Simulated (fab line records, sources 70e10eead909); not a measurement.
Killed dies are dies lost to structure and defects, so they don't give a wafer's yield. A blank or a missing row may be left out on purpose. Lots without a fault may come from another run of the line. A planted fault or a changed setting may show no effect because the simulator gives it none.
Chamber matching | flow nand_harc | NHARC_A_M1_CMP_23 on cmp-03: 4 sister chambers
The step polishes, t overpolish 20 s, target thk 154.34 nm. 4 wafers are shown with their chamber, then 9 later ones without.

WAFERS WITH THEIR CHAMBER
wafer  | chamber | motor_current_A (A)
L088.5 | 0       | 8.3
L092.1 | 1       | 10.7
L092.3 | 2       | 12.6
L092.4 | 3       | 12.0

WAFERS WITHOUT THEIR CHAMBER
wafer  | motor_current_A (A)
L091.1 | 10.8
L091.2 | 12.0
L091.3 | 11.7
L094.1 | 10.9
L094.2 | 8.5
L094.5 | 12.8
L097.2 | 8.2
L097.5 | 8.3
L097.6 | 10.4

WHICH CHAMBER EACH WENT THROUGH
wafer  | from the rows above | in truth
L091.1 | 1                   | 1
L091.2 | 3                   | 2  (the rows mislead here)
L091.3 | 3                   | 3
L094.1 | 1                   | 1
L094.2 | 0                   | 0
L094.5 | 2                   | 2
L097.2 | 0                   | 0
L097.5 | 0                   | 0
L097.6 | 1                   | 1
Placed correctly: 8 of 9. Can't be placed from these rows: 0. Placed wrongly: 1.
How it was worked out, from the rows above alone: a wafer's distance from a chamber is the root of the sum, over the readings, of the square of ((its reading less the chamber's mean) divided by the reading's scatter). The wafer belongs to the nearest chamber; if the next one is less than 2 further off, it can't be placed. A chamber's mean is the mean of its shown wafers. The scatter: with one shown wafer a chamber, the root of the mean of the squares of how far each hidden wafer lies from its nearest shown one.
